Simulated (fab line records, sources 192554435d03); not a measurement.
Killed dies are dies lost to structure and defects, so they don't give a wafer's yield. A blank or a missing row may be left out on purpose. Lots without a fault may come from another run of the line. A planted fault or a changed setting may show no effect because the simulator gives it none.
Chamber matching | flow n5_finfet | N5_GATE_CUT_SAC_CAP_01 on ald_sin-01: 4 sister chambers
The step material SiNx, target thk 24 nm, pulse time 1 s, ald cycles 480. 18 wafers are shown with their chamber, then 9 later ones without.

WAFERS WITH THEIR CHAMBER
wafer  | chamber | heater_power_outer_w (W) | heater_power_w (W) | precursor_pulse_height_rel
L075.1 | 3       | 484                      | 750                | 1.010
L075.4 | 1       | 607                      | 953                | 1.023
L075.5 | 1       | 609                      | 998                | 1.025
L076.3 | 0       | 498                      | 833                | 0.999
L076.4 | 1       | 604                      | 976                | 0.984
L076.5 | 3       | 472                      | 769                | 0.996
L083.1 | 2       | 556                      | 847                | 0.981
L083.2 | 1       | 603                      | 961                | 1.001
L083.6 | 2       | 556                      | 874                | 1.015
L086.2 | 0       | 490                      | 824                | 1.002
L086.3 | 1       | 610                      | 1011               | 1.027
L086.4 | 0       | 489                      | 864                | 1.006
L091.3 | 3       | 481                      | 759                | 1.020
L091.4 | 2       | 550                      | 869                | 1.024
L091.5 | 1       | 600                      | 979                | 0.977
L092.1 | 1       | 619                      | 966                | 0.957
L092.3 | 0       | 510                      | 836                | 1.005
L092.6 | 3       | 497                      | 766                | 0.978

SIGNATURES (means of the wafers above)
reading                    | chamber 0 | chamber 1 | chamber 2 | chamber 3 | scatter within a chamber
heater_power_outer_w       | 496.75    | 607.43    | 554.00    | 483.50    | 7.83
heater_power_w             | 839.25    | 977.71    | 863.33    | 761.00    | 17.1
precursor_pulse_height_rel | 1.00300   | 0.99914   | 1.00667   | 1.00100   | 0.0217
Rule: a wafer's distance from a chamber is the root of the sum, over the readings, of the square of ((its reading less the chamber's mean) divided by the reading's scatter). The wafer belongs to the nearest chamber; if the next one is less than 2 further off, it can't be placed. The scatter: the root of (the sum of the squares of (reading less its chamber's mean) over the shown wafers, divided by (wafers less chambers)).

WAFERS WITHOUT THEIR CHAMBER
wafer  | heater_power_outer_w (W) | heater_power_w (W) | precursor_pulse_height_rel
L094.2 | 512                      | 819                | 1.005
L094.3 | 601                      | 961                | 0.998
L094.6 | 548                      | 856                | 1.013
L096.1 | 607                      | 994                | 0.994
L096.2 | 484                      | 758                | 0.977
L096.4 | 507                      | 839                | 1.008
L097.3 | 502                      | 836                | 1.034
L097.5 | 555                      | 843                | 1.003
L097.6 | 485                      | 774                | 1.026

WHICH CHAMBER EACH WENT THROUGH
wafer  | from the rows above | in truth
L094.2 | 0                   | 0
L094.3 | 1                   | 1
L094.6 | 2                   | 2
L096.1 | 1                   | 1
L096.2 | 3                   | 3
L096.4 | 0                   | 0
L097.3 | 0                   | 0
L097.5 | 2                   | 2
L097.6 | 3                   | 3
Placed correctly: 9 of 9. Can't be placed from these rows: 0. Placed wrongly: 0.
